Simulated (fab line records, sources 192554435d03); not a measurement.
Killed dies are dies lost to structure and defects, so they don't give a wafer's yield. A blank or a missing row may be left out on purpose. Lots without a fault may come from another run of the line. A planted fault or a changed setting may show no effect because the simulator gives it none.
fab line records | flow n5_finfet
record lots=7 wafers=21
route steps=1938 shown BEOL_M6@1251 BEOL_M7@1302 BEOL_M8@1349 BEOL_M9@1425 BEOL_M10@1509 BEOL_M11@1539
start_h: hours from the record's first day to the start of the lot's first wafer shown | wait_h: hours since the lot's step before | " the same as in the row above | L1.1+2: a row that stands for several wafers | - no value, or no start given | * or withheld: withheld | < > ~ a bound
route shown NAME@n: a module of which the file shows steps, and the number in the route of the first | usual: mean/standard deviation of fault-free wafers | same: alike in all rows | chamber/n: place in a boat | sites: the reading at each site | _std_site: their standard deviation | _edge_site: outer sites' mean less inner sites' | radius_mm: how far each site lies from the wafer's centre | mask NAME#n: copy n | behind: the tool/chamber that last shaped the wafer | hold: why the lot was held/for how many hours/how that ended | device: the transistor (n, p or np) that didn't switch | end of line: the same wafers' tests at the end of the route | a step without rows: its recipe alone | killed: dies lost to structure and defects at the first sort, not the wafer's yield | map: a wafer's dies, x killed, . not, _ none there
set.NAME: the setting as run; set.NAME@STEP: as run at that earlier step | model.NAME: the simulator's own value behind a step, which no gauge read
lots whose settings were changed on purpose; a table a step, a row a wafer
## steps
# step N5_BEOL_M6_ALD_77
# recipe material=TaN target_thk_a=20 temp_c=275 ald_precursor_family=PDMAT ald_co_reactant=NH3 pressure_torr=3 carrier_flow_sccm=1500 pulse_time_s=2 purge_time_s=3 co_reactant_purge_time_s=2 co_reactant_pulse_time_s=3 ald_cycles=40 precursor_vessel_temp_c=75 precursor_vessel_pressure_torr=26.25 precursor_vessel_carrier_sccm=1000
# columns lot.wafer tool chamber start_h wait_h set.ald_cycles model.TaN_of_BEOL_M6_ALD_77.thk_nm
L075.1 ald_metal-03 2 189.14 0.0 33 1.6
L075.2+5 " 3,1 " " 40 2
L082.1+2+4 ald_metal-02 2,1,3 237.36 0.1 40 2
L087.3 ald_metal-03 3 263.78 0.0 47 2.4
L087.5+6 " 1,2 " " 40 2
L090.4+6 ald_metal-04 2,3 281.65 0.0 45 2.2
L090.5 " 0 " " 40 2
L091.3+4+5 ald_metal-02 1,0,2 282.41 0.0 40 2
L092.1+4+5 ald_metal-04 1,1,0 298.34 0.1 40 2
L097.3 ald_metal-03 1 329.36 0.1 46 2.4
L097.4 " 3 " " 40 2
L097.5 " 2 " " 46 2.2
# step N5_BEOL_M6_SURFACE_TREAT_79
# recipe gas=Ar time_s=* ion_energy_ev=* ion_current_ma_cm2=0.5 pressure_mtorr=* ar_flow_sccm=30
# step N5_BEOL_M6_CVD_78
# recipe material=Co target_thk_a=20 temp_c=withheld precursor=CCTBA/H2 pressure_torr=30 time_s=142.3
# step N5_BEOL_M6_ECD_50
# recipe material=Cu target_thk_a=3000
# step N5_BEOL_M6_ANNEAL_51
# recipe temp_c=225 time_s=90 ambient=N2
# step N5_BEOL_M6_CMP_52
# recipe stop_on=SiCOH_lowk t_overpolish_s=6.9 down_force_psi=1 platen_rpm=50 clearing_platen_down_force_psi=1.5 clearing_platen_rpm=50 post_cmp_clean=cu_alkaline target_thk_nm=80 clearing_platen_pad_velocity_m_s=0.99484 pad_velocity_m_s=0.99484
# columns lot.wafer tool chamber start_h wait_h set.time_s@BEOL_M6_TRENCH_ETCH_37 model.Cu_of_BEOL_M6_ECD_50.thk_nm
L075.1 cmp-02 0 190.26 0.3 31.5 82
L075.2 " 2 " " 31.5 76.4
L075.5 " 3 " " 37.02 93
L082.1 cmp-03 2 238.65 0.3 31.5 73.4
L082.4 " 3 " " 31.5 81
L082.2 " 1 " " 31.5 76.2
L087.3 cmp-03 3 264.90 0.2 28.56 68.2
L087.6 " 3 " " 31.5 77.2
L087.5 " 0 " " 28.56 71.2
L090.4 cmp-03 3 282.83 0.1 31.5 82.2
L090.5 " 3 " " 31.5 82.4
L090.6 " 0 " " 27.39 70.8
L091.3 cmp-02 1 283.74 0.2 31.5 78.8
L091.4 " 0 " " 31.5 78
L091.5 " 1 " " 34.5 88.4
L092.1 cmp-01 1 299.98 0.3 31.5 84.8
L092.4 " 2 " " 35.17 88.2
L092.5 " 0 " " 31.5 77
L097.4 cmp-03 2 330.50 0.2 31.5 77.4
L097.3 " 0 " " 24.96 58.8
L097.5 " 2 " " 31.5 79.6
# step N5_BEOL_M6_THK_MEAS_53
# recipe thk_meas_gauge=xrf reads=Cu_of_BEOL_M6_ECD_50
# usual M6_THK=81.1/2.6
# columns lot.wafer tool chamber start_h wait_h set.time_s@BEOL_M6_TRENCH_ETCH_37 M6_THK[nm]
L075.1 film_metro-01 - 190.52 - 31.5 83.6
L075.2 " - " " 31.5 77.8
L075.5 " - " " 37.02 94.5
L082.1 film_metro-02 - 238.95 - 31.5 75.3
L082.2 " - " " 31.5 78.2
L082.4 " - " " 31.5 82.7
L087.3 film_metro-01 - 265.20 - 28.56 69.4
L087.5 " - " " 28.56 72.7
L087.6 " - " " 31.5 79.3
L090.4 film_metro-02 - 283.13 - 31.5 83.2
L090.5 " - " " 31.5 83.5
L090.6 " - " " 27.39 71.6
L091.3 film_metro-01 - 284.04 - 31.5 80.5
L091.4 " - " " 31.5 79.5
L091.5 " - " " 34.5 90.3
L092.1 film_metro-02 - 300.20 - 31.5 85.9
L092.4 " - " " 35.17 89.4
L092.5 " - " " 31.5 78.2
L097.3 film_metro-02 - 330.76 - 24.96 59.8
L097.4 " - " " 31.5 79.0
L097.5 " - " " 31.5 80.9
# step N5_BEOL_M6_PRE_CLEAN_55
# recipe gas=NH3 time_s=15 temp_c=withheld rf_power_w=300
# step N5_BEOL_M6_DEP_56
# recipe material=SiCN target_thk_a=100 temp_c=withheld precursor=3MS/NH3 pressure_torr=3 rf_w=202 time_s=17.5
# step N5_BEOL_M6_RS_MEAS_57
# recipe thk_meas_gauge=four-point-probe reads=Cu_of_BEOL_M6_ECD_50+Co_of_BEOL_M6_CVD_78+TaN_of_BEOL_M6_ALD_77
# usual M6_RS=0.288/0.011
# columns lot.wafer tool chamber start_h wait_h set.time_s@BEOL_M6_TRENCH_ETCH_37 M6_RS[ohm/sq]
L075.1 film_metro-02 - 190.65 0.1 31.5 0.278
L075.2 " - " " 31.5 0.302
L075.5 " - " " 37.02 0.240
L082.1 film_metro-01 - 239.08 0.1 31.5 0.317
L082.2 " - " " 31.5 0.303
L082.4 " - " " 31.5 0.282
L087.3 film_metro-01 - 265.33 0.1 28.56 0.346
L087.5 " - " " 28.56 0.329
L087.6 " - " " 31.5 0.299
L090.4 film_metro-02 - 283.26 0.0 31.5 0.277
L090.5 " - " " 31.5 0.276
L090.6 " - " " 27.39 0.329
L091.3 film_metro-01 - 284.17 0.1 31.5 0.291
L091.4 " - " " 31.5 0.295
L091.5 " - " " 34.5 0.255
L092.1 film_metro-01 - 300.33 0.1 31.5 0.268
L092.4 " - " " 35.17 0.255
L092.5 " - " " 31.5 0.299
L097.3 film_metro-01 - 330.89 0.1 24.96 0.414
L097.4 " - " " 31.5 0.297
L097.5 " - " " 31.5 0.288
# step N5_BEOL_M7_ETCH_66
# recipe chemistry=N2/H2 target=SOC target_depth_a=800 overetch_a=160 mask_material=SiARC temp_c=40 time_s=120 ion_energy_ev=200 pressure_mtorr=30 source_w=840 bias_w=150 n2_flow_sccm=200 h2_flow_sccm=200
# columns lot.wafer tool chamber start_h wait_h set.time_s model.SiARC_of_BEOL_M7_COAT_64.thk_nm
L075.1 rie_diel-03 3 195.94 0.0 120 6.8
L075.2+5 " 2,1 " " 120 6.6
L082.1+4 rie_diel-02 2 245.45 0.0 120 6.8
L082.2 " 0 " " 120 6.4
L087.3+5+6 rie_diel-06 1,0,3 269.37 0.0 120 6.4
L090.4+6 rie_diel-06 1,3 287.55 0.0 120 6.4
L090.5 " 2 " " 120 6.8
L091.3+5 rie_diel-02 3,2 290.43 0.0 94.96 7.8
L091.4 " 2 " " 120 6.8
L092.1+4 rie_diel-03 3,1 306.40 0.0 120 6.8
L092.5 " 1 " " 106.7 7.4
L097.3+4+5 rie_diel-03 1,3,1 336.42 0.0 120 6.8
# step N5_BEOL_M8_ETCH_61
# recipe chemistry=CF4 target=SiARC target_depth_a=455 mask_material=CAR-ArF time_s=75.8 ion_energy_ev=80 pressure_mtorr=40 source_w=545 bias_w=36 Ar_flow_sccm=100 cf4_flow_sccm=100 ends=cleared
# usual rf_vpp_V=183.7/1
# columns lot.wafer tool chamber start_h wait_h set.bias_w rf_vpp_V
L075.1 rie_diel-05 2 202.74 0.0 31.86 170.3
L075.2 " 3 " " 36 183.1
L075.5 " 0 " " 31.86 169.3
L082.1 rie_diel-04 0 250.71 0.0 36 182.1
L082.2 " 1 " " 36 185.3
L082.4 " 1 " " 36 184.3
L087.3 rie_diel-04 2 276.07 0.0 32.33 172.1
L087.5 " 2 " " 32.33 171.4
L087.6 " 1 " " 36 183.8
L090.4 rie_diel-01 0 295.33 0.0 36 183.5
L090.5 " 1 " " 36 184.0
L090.6 " 0 " " 33.46 174.8
L091.3 rie_diel-05 3 295.74 0.0 36 183.3
L091.4 " 1 " " 36 182.7
L091.5 " 3 " " 37.84 189.5
L092.1 rie_diel-01 1 311.25 0.0 36 183.2
L092.4 " 0 " " 36 184.2
L092.5 " 0 " " 36 183.6
L097.3 rie_diel-01 3 341.84 0.0 36 184.1
L097.4 " 0 " " 36 184.4
L097.5 " 3 " " 36 183.4
# step N5_BEOL_M9_COAT_63
# recipe resist=SOC temp_c=250 time_s=60 spin_rpm=1500 resist_thk_nm=60
# columns lot.wafer tool chamber start_h wait_h set.spin_rpm model.SOC_of_BEOL_M9_COAT_63.thk_nm
L075.1+2 litho_track-04 0 213.06 1.3 1500 60.2
L075.5 " 0 " " 1500 60
L082.1+4 litho_track-04 0 261.31 0.9 1500 60
L082.2 " 0 " " 1500 60.2
L087.3 litho_track-02 0 284.58 1.2 1500 60.2
L087.5 " 0 " " 1423 61.6
L087.6 " 0 " " 1423 61.8
L091.3+4 litho_track-02 0 304.59 2.0 1574 59
L091.5 " 0 " " 1500 60.4
L090.4 litho_track-04 0 304.60 1.8 1636 57.6
L090.5 " 0 " " 1500 60
L090.6 " 0 " " 1500 60.2
L092.1 litho_track-04 0 321.71 1.8 1500 59.6
L092.4+5 " 0 " " 1660 56.8
L097.3 litho_track-02 0 349.33 0.2 1500 60
L097.4 " 0 " " 1500 60.4
L097.5 " 0 " " 1500 60.2
# step N5_BEOL_M9_COAT_64
# recipe resist=SiARC temp_c=220 time_s=60 spin_rpm=1500 resist_thk_nm=12
# step N5_BEOL_M9_COAT_75
# recipe resist=underlayer temp_c=205 time_s=60 spin_rpm=1500 resist_thk_nm=5
# step N5_BEOL_M9_ETCH_76
# recipe chemistry=N2/H2 target=underlayer target_depth_a=65 mask_material=CAR-EUV time_s=5.2 ion_energy_ev=200 pressure_mtorr=30 source_w=840 bias_w=150 n2_flow_sccm=200 h2_flow_sccm=200 ends=cleared
# step N5_BEOL_M9_ETCH_65
# recipe chemistry=CF4 target=SiARC target_depth_a=156 mask_material=CAR-EUV time_s=26 ion_energy_ev=80 pressure_mtorr=40 source_w=545 bias_w=36 Ar_flow_sccm=100 cf4_flow_sccm=100 ends=cleared
# step N5_BEOL_M9_ETCH_66
# recipe chemistry=N2/H2 target=SOC target_depth_a=800 overetch_a=160 mask_material=SiARC temp_c=40 time_s=120 ion_energy_ev=200 pressure_mtorr=30 source_w=840 bias_w=150 n2_flow_sccm=200 h2_flow_sccm=200
# columns lot.wafer tool chamber start_h wait_h set.spin_rpm@BEOL_M9_COAT_63 model.etch.depth_nm
L075.1 rie_diel-03 3 213.83 0.0 1500 60.19
L075.2 " 2 " " 1500 60.12
L075.5 " 1 " " 1500 60.09
L082.1+4 rie_diel-03 2,0 262.33 0.0 1500 59.97
L082.2 " 1 " " 1500 60.16
L087.3 rie_diel-02 1 285.17 0.0 1500 60.15
L087.5 " 0 " " 1423 61.69
L087.6 " 1 " " 1423 61.83
L091.3+4 rie_diel-06 1,2 305.26 0.1 1574 59.05
L091.5 " 1 " " 1500 60.45
L090.4 rie_diel-06 2 305.90 0.1 1636 57.56
L090.5 " 1 " " 1500 60.1
L090.6 " 2 " " 1500 60.18
L092.1 rie_diel-06 2 322.43 0.0 1500 59.56
L092.4 " 2 " " 1660 56.72
L092.5 " 3 " " 1660 56.74
L097.3 rie_diel-06 0 349.80 0.0 1500 60.07
L097.4 " 1 " " 1500 60.31
L097.5 " 0 " " 1500 60.22
# step N5_BEOL_M10_VIA_ETCH_34
# recipe chemistry=C4F6/O2 target=SiCOH_lowk target_depth_a=1845 mask_material=SOC taper_deg=4 time_s=69.2 ion_energy_ev=250 pressure_mtorr=30 source_w=345 bias_w=185 Ar_flow_sccm=300 C4F6_flow_sccm=10 O2_flow_sccm=10
# columns lot.wafer tool chamber start_h wait_h set.time_s model.etch.depth_nm model.SOC_of_BEOL_M10_COAT_63.thk_nm
L075.1 rie_diel-01 3 220.91 0.0 69.2 186.3 92.2
L075.2 " 0 " " 83.71 223 90.2
L075.5 " 3 " " 69.2 187.3 91.8
L082.1 rie_diel-01 3 268.82 0.0 69.2 183.4 91.8
L082.2 " 2 " " 69.2 179.7 91.8
L082.4 " 2 " " 69.2 179.5 91.8
L087.3 rie_diel-01 2 294.98 0.0 69.2 181.2 92.6
L087.5 " 3 " " 55.32 144.3 94
L087.6 " 2 " " 69.2 182.7 92.4
L090.4 rie_diel-05 3 312.79 0.0 57.23 154.5 93.8
L090.5 " 2 " " 69.2 174.2 93.2
L090.6 " 0 " " 69.2 190 92
L091.3 rie_diel-04 2 313.03 0.0 69.2 186.6 92
L091.4 " 0 " " 69.2 179.7 92
L091.5 " 3 " " 84.5 231.1 90
L092.1 rie_diel-05 0 329.49 0.0 69.2 188.6 91.6
L092.4 " 2 " " 59.98 149.8 93.6
L092.5 " 1 " " 69.2 187 91.8
L097.3 rie_diel-01 3 358.81 0.0 83.55 222.2 90.8
L097.4 " 1 " " 83.55 234.2 89.4
L097.5 " 3 " " 69.2 185.2 92
# step N5_BEOL_M10_ETCH_41
# recipe chemistry=CH3F/O2 target=SiCN target_depth_a=426 taper_deg=2 time_s=86 ion_energy_ev=120 mask_material=TiN pressure_mtorr=30 source_w=395 bias_w=75 Ar_flow_sccm=150 CH3F_flow_sccm=30 O2_flow_sccm=20
# usual rf_vpp_V=296.8/1.1
# columns lot.wafer tool chamber start_h wait_h set.source_w rf_vpp_V
L075.1 rie_diel-01 3 - - 457.5 282.9
L075.2 " 0 " " 395 298.4
L075.5 " 3 " " 395 297.7
L082.1 rie_diel-01 3 - - 395 297.6
L082.2 " 2 " " 395 298.2
L082.4 " 2 " " 395 299.5
L087.3 rie_diel-01 2 - - 395 299.0
L087.5 " 3 " " 395 298.0
L087.6 " 2 " " 395 298.5
L090.4 rie_diel-05 3 - - 395 296.7
L090.5 " 2 " " 373.8 302.5
L090.6 " 0 " " 373.8 302.3
L091.3 rie_diel-04 2 - - 347.4 309.2
L091.4 " 0 " " 395 295.9
L091.5 " 3 " " 395 295.1
L092.1 rie_diel-05 0 - - 460.4 280.3
L092.4 " 2 " " 460.4 282.1
L092.5 " 1 " " 395 295.6
L097.3 rie_diel-01 3 - - 395 298.6
L097.4 " 1 " " 395 296.3
L097.5 " 3 " " 395 297.2
# step N5_BEOL_M11_PECVD_70
# recipe material=SiO2 target_thk_a=200 temp_c=400 precursor=TEOS/O2 pressure_torr=5.5 rf_w=450 teos_flow_sccm=53.8 gas=O2 flow_sccm=3000 time_s=22.7
# columns lot.wafer tool chamber start_h wait_h set.temp_c model.SiO2_of_BEOL_M11_PECVD_70.thk_nm
L075.1 pecvd-01 2 225.33 0.0 388.6 21.8
L075.2 " 1 " " 388.6 21.4
L075.5 " 0 " " 400 20
L082.1 pecvd-02 0 272.49 0.0 400 19.8
L082.2 " 1 " " 400 19.6
L082.4 " 1 " " 400 20.2
L087.3 pecvd-02 2 299.50 0.0 400 19.6
L087.5 " 2 " " 400 20
L087.6 " 1 " " 400 19.4
L090.4 pecvd-02 1 317.25 0.1 390.8 21.2
L090.5 " 1 " " 390.8 20.8
L090.6 " 0 " " 400 20.4
L091.3 pecvd-01 1 318.13 0.0 400 20
L091.4 " 0 " " 400 19.6
L091.5 " 1 " " 400 20.4
L092.1 pecvd-01 1 333.10 0.0 400 20.2
L092.4+5 " 2,1 " " 400 20.4
L097.3 pecvd-01 2 363.74 0.0 400 19.8
L097.4 " 0 " " 385 21.6
L097.5 " 2 " " 400 20.2
# step N5_BEOL_M11_COAT_05
# recipe resist=CAR-ArF spin_rpm=1500 resist_thk_nm=90
# columns lot.wafer tool chamber start_h wait_h set.spin_rpm model.CAR-ArF_of_BEOL_M11_COAT_05.thk_nm
L075.1 litho_track-02 0 - - 1500 90
L075.2+5 " 0 " " 1500 90.2
L082.1 litho_track-02 0 - - 1500 90.4
L082.2 " 0 " " 1500 90.2
L082.4 " 0 " " 1500 89.8
L087.3+5 litho_track-04 0 - - 1500 90
L087.6 " 0 " " 1500 89.8
L090.4+6 litho_track-02 0 - - 1380 94.4
L090.5 " 0 " " 1500 90.4
L091.3+4 litho_track-04 0 - - 1500 89.6
L091.5 " 0 " " 1500 89.8
L092.1 litho_track-01 0 - - 1500 89.8
L092.4 " 0 " " 1567 88
L092.5 " 0 " " 1567 87.8
L097.3 litho_track-04 0 - - 1500 89.6
L097.4 " 0 " " 1500 90
L097.5 " 0 " " 1500 89.8
# step N5_BEOL_M11_EBR_07
# recipe solvent=PGMEA ebr_width_mm=1.5
# step N5_BEOL_M11_SOFTBAKE_06
# recipe temp_c=110 time_s=60 resist=CAR-ArF
# step N5_BEOL_M11_EXPOSE_08
# recipe mask_id=M11 na=1.35 source_shape=dipole sigma_inner=0.411 sigma_outer=0.611 polarization=te dose_mj=53.75
# step N5_BEOL_M11_PEB_09
# recipe peb_temp_c=withheld peb_time_s=60 resist=CAR-ArF
# step N5_BEOL_M11_DEVELOP_10
# recipe develop_time_s=30 developer=TMAH resist=CAR-ArF rinse_liquid=diw dry=air_spin dev_temp_c=23
# columns lot.wafer tool chamber start_h wait_h set.spin_rpm@BEOL_M11_COAT_05 model.CAR-ArF_of_BEOL_M11_COAT_05.thk_nm
L075.1+5 litho_track-02 0 - - 1500 88.4
L075.2 " 0 " " 1500 88.6
L082.1+2 litho_track-04 0 - - 1500 88.6
L082.4 " 0 " " 1500 88.2
L087.3+5+6 litho_track-04 0 - - 1500 88.2
L090.4 litho_track-01 0 - - 1380 92.6
L090.5 " 0 " " 1500 88.6
L090.6 " 0 " " 1380 92.8
L091.3+4+5 litho_track-01 0 - - 1500 88
L092.1 litho_track-02 0 - - 1500 88.2
L092.4 " 0 " " 1567 86.4
L092.5 " 0 " " 1567 86.2
L097.3+5 litho_track-02 0 - - 1500 88
L097.4 " 0 " " 1500 88.4
# step N5_BEOL_M11_DESCUM_16
# recipe chemistry=O2 time_s=7.9 source_power_w=50 bias_power_w=20 pressure_mtorr=20 rf_frequency_hz=2.712e+07 temp_c=40 resist=CAR-ArF o2_flow_sccm=225
# columns lot.wafer tool chamber start_h wait_h set.spin_rpm@BEOL_M11_COAT_05 model.CAR-ArF_of_BEOL_M11_COAT_05.thk_nm
L075.1+2 rie_diel-02 3,1 227.69 0.1 1500 83.8
L075.5 " 0 " " 1500 83.6
L082.1+2 rie_diel-03 0,1 273.40 0.0 1500 83.8
L082.4 " 2 " " 1500 83.4
L087.3+5+6 rie_diel-02 1,1,2 301.36 0.5 1500 83.4
L090.4 rie_diel-03 0 318.28 0.0 1380 87.8
L090.5 " 0 " " 1500 83.8
L090.6 " 1 " " 1380 88
L091.3 rie_diel-02 3 319.51 0.0 1500 83.4
L091.4+5 " 1,0 " " 1500 83.2
L092.1 rie_diel-03 1 335.53 0.8 1500 83.4
L092.4 " 0 " " 1567 81.4
L092.5 " 0 " " 1567 81.2
L097.3+5 rie_diel-02 3,1 365.54 0.2 1500 83.2
L097.4 " 1 " " 1500 83.6
# step N5_BEOL_M11_ETCH_61
# recipe chemistry=CF4 target=SiARC target_depth_a=390 mask_material=CAR-ArF time_s=65 ion_energy_ev=80 pressure_mtorr=40 source_w=545 bias_w=36 Ar_flow_sccm=100 cf4_flow_sccm=100 ends=cleared
# step N5_BEOL_M11_ETCH_62
# recipe chemistry=N2/H2 target=SOC target_depth_a=1100 overetch_a=220 mask_material=SiARC temp_c=40 time_s=165 ion_energy_ev=200 pressure_mtorr=30 source_w=840 bias_w=150 n2_flow_sccm=200 h2_flow_sccm=200
# step N5_BEOL_M11_STRIP_77
# recipe chemistry=N2/H2 time_s=10 power_w=450 temp_c=40 pressure_mtorr=20 rf_frequency_hz=6e+07 bias_power_w=7 n2_flow_sccm=200 h2_flow_sccm=200
# step N5_BEOL_M11_HM_STRIP_39
# recipe chemistry=peroxide_tin_strip material=TiN target_depth_a=250 temp_c=50 time_s=158
# columns lot.wafer tool chamber start_h wait_h set.temp_c@BEOL_M11_PECVD_70 model.SiO2_of_BEOL_M11_PECVD_70.thk_nm
L075.1 wet_bench-03 3 230.59 0.0 388.6 21.6
L075.2 " 2 " " 388.6 21.2
L075.5 " 0 " " 400 20
L082.1 wet_bench-05 0 275.05 0.0 400 19.6
L082.2 " 5 " " 400 19.4
L082.4 " 6 " " 400 20
L087.3 wet_bench-01 0 305.75 0.0 400 19.4
L087.5 " 4 " " 400 19.8
L087.6 " 3 " " 400 19.2
L090.4 wet_bench-01 7 322.79 0.0 390.8 21
L090.5 " 0 " " 390.8 20.6
L090.6 " 2 " " 400 20.2
L091.3 wet_bench-05 7 322.89 0.0 400 20
L091.4 " 0 " " 400 19.6
L091.5 " 5 " " 400 20.2
L092.1 wet_bench-01 7 337.09 0.0 400 20
L092.4+5 " 5,6 " " 400 20.2
L097.3 wet_bench-05 6 368.54 0.0 400 19.6
L097.4 " 0 " " 385 21.6
L097.5 " 5 " " 400 20
## key
split step=N5_BEOL_M6_ALD_77 setting=ald_cycles stated=40 by=wafer
response step=N5_BEOL_M6_ALD_77 reading=model.TaN_of_BEOL_M6_ALD_77.thk_nm change=+0.0211 per=1% r=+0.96
split step=N5_BEOL_M7_ETCH_66 setting=time_s stated=120 by=wafer
response step=N5_BEOL_M7_ETCH_66 reading=model.SiARC_of_BEOL_M7_COAT_64.thk_nm change=-0.0493 per=1% r=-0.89
split step=N5_BEOL_M8_ETCH_61 setting=bias_w stated=36 by=wafer
response step=N5_BEOL_M8_ETCH_61 reading=rf_vpp_V change=+1.19 per=1% r=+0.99
split step=N5_BEOL_M9_COAT_63 setting=spin_rpm stated=1500 by=wafer
response step=N5_BEOL_M9_COAT_63 reading=model.SOC_of_BEOL_M9_COAT_63.thk_nm change=-0.272 per=1% r=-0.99
response step=N5_BEOL_M9_ETCH_66 reading=model.etch.depth_nm change=-0.279 per=1% r=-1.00
split step=N5_BEOL_M10_VIA_ETCH_34 setting=time_s stated=69.2 by=wafer
response step=N5_BEOL_M10_VIA_ETCH_34 reading=model.etch.depth_nm change=+1.99 per=1% r=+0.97
response step=N5_BEOL_M10_VIA_ETCH_34 reading=model.SOC_of_BEOL_M10_COAT_63.thk_nm change=-0.0883 per=1% r=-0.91
split step=N5_BEOL_M10_ETCH_41 setting=source_w stated=395 by=wafer
response step=N5_BEOL_M10_ETCH_41 reading=rf_vpp_V change=-0.965 per=1% r=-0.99
split step=N5_BEOL_M11_PECVD_70 setting=temp_c stated=400 by=wafer
response step=N5_BEOL_M11_PECVD_70 reading=model.SiO2_of_BEOL_M11_PECVD_70.thk_nm change=-0.435 per=1% r=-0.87
response step=N5_BEOL_M11_HM_STRIP_39 reading=model.SiO2_of_BEOL_M11_PECVD_70.thk_nm change=-0.441 per=1% r=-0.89
split step=N5_BEOL_M11_COAT_05 setting=spin_rpm stated=1500 by=wafer
response step=N5_BEOL_M11_COAT_05 reading=model.CAR-ArF_of_BEOL_M11_COAT_05.thk_nm change=-0.482 per=1% r=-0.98
response step=N5_BEOL_M11_DEVELOP_10 reading=model.CAR-ArF_of_BEOL_M11_COAT_05.thk_nm change=-0.492 per=1% r=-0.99
response step=N5_BEOL_M11_DESCUM_16 reading=model.CAR-ArF_of_BEOL_M11_COAT_05.thk_nm change=-0.502 per=1% r=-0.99
split outside_this_file step=N5_BEOL_M6_TRENCH_ETCH_37 setting=time_s
# split outside_this_file: this setting was split too, and the file shows its column; the key of that split is in another file
